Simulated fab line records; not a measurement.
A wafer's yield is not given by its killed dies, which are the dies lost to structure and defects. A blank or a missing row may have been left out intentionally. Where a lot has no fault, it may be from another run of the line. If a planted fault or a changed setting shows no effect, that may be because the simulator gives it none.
Chamber matching + flow nand-harc + rie-diel-08 running NHARC_A_BONDPAD_STRIP_15: 4 sister chambers
The step strips in O2. 16 wafers are shown with their chamber, then 8 later ones without.

WAFERS PAIRED WITH THEIR CHAMBERS
| wafer  | chamber | showerhead-plenum-p-Torr (Torr) | drypump-motor-current-A (A) | chamber-pressure-mTorr (mTorr) |
|--------|---------|---------------------------------|-----------------------------|--------------------------------|
| L076.2 | 1       | 3.44                            | 6.1                         | 60.00                          |
| L076.3 | 3       | 3.37                            | 6.2                         | 59.96                          |
| L076.6 | 2       | 3.72                            | 4.9                         | 60.05                          |
| L075.2 | 3       | 3.37                            | 6.2                         | 60.02                          |
| L075.4 | 0       | 3.41                            | 6.3                         | 60.04                          |
| L075.5 | 3       | 3.37                            | 6.2                         | 60.03                          |
| L079.1 | 2       | 3.72                            | 4.9                         | 60.09                          |
| L079.4 | 1       | 3.44                            | 6.1                         | 60.01                          |
| L079.5 | 3       | 3.37                            | 6.2                         | 60.01                          |
| L078.1 | 0       | 3.41                            | 6.3                         | 60.06                          |
| L078.3 | 3       | 3.37                            | 6.2                         | 59.99                          |
| L078.4 | 1       | 3.44                            | 6.2                         | 59.96                          |
| L084.1 | 3       | 3.36                            | 6.2                         | 59.94                          |
| L084.3 | 1       | 3.44                            | 6.2                         | 59.97                          |
| L084.4 | 2       | 3.71                            | 4.9                         | 60.06                          |
| L083.3 | 3       | 3.36                            | 6.2                         | 60.01                          |

SIGNATURES (averages over the wafers above)
| reading                  | chamber 0 | chamber 1 | chamber 2 | chamber 3 | scatter within a chamber |
|--------------------------|-----------|-----------|-----------|-----------|--------------------------|
| showerhead-plenum-p-Torr | 3.4100    | 3.4400    | 3.7167    | 3.3671    | 0.00418                  |
| drypump-motor-current-A  | 6.300     | 6.150     | 4.900     | 6.200     | 0.0289                   |
| chamber-pressure-mTorr   | 60.0500   | 59.9850   | 60.0667   | 59.9943   | 0.0279                   |
Rule: a wafer lies at a distance from a chamber equal to the root of the sum of squares, over the readings, of (its reading less the chamber's mean, divided by the reading's scatter). The wafer belongs to the nearest chamber; if the next one is less than 2 further off, it can't be placed. The scatter: take each reading less its chamber's mean, square it, sum over the shown wafers, divide by the number of wafers less the number of chambers, and take the root.

WAFERS WITH NO CHAMBER GIVEN
| wafer  | showerhead-plenum-p-Torr (Torr) | drypump-motor-current-A (A) | chamber-pressure-mTorr (mTorr) |
|--------|---------------------------------|-----------------------------|--------------------------------|
| L083.4 | 3.71                            | 4.9                         | 60.01                          |
| L083.5 | 3.36                            | 6.2                         | 59.91                          |
| L087.2 | 3.36                            | 6.2                         | 60.02                          |
| L087.4 | 3.44                            | 6.1                         | 60.05                          |
| L087.5 | 3.36                            | 6.2                         | 60.07                          |
| L093.1 | 3.36                            | 6.2                         | 59.95                          |
| L093.3 | 3.43                            | 6.2                         | 59.96                          |
| L093.5 | 3.36                            | 6.2                         | 59.85                          |

WHICH CHAMBER EACH ONE RAN IN
| wafer  | from the rows above | in truth |
|--------|---------------------|----------|
| L083.4 | 2                   | 2        |
| L083.5 | 3                   | 3        |
| L087.2 | 3                   | 3        |
| L087.4 | 1                   | 1        |
| L087.5 | 3                   | 3        |
| L093.1 | 3                   | 3        |
| L093.3 | 1                   | 1        |
| L093.5 | 3                   | 3        |
Correctly placed: 8 of 8. Number that these rows cannot place: 0. Wrongly placed: 0.
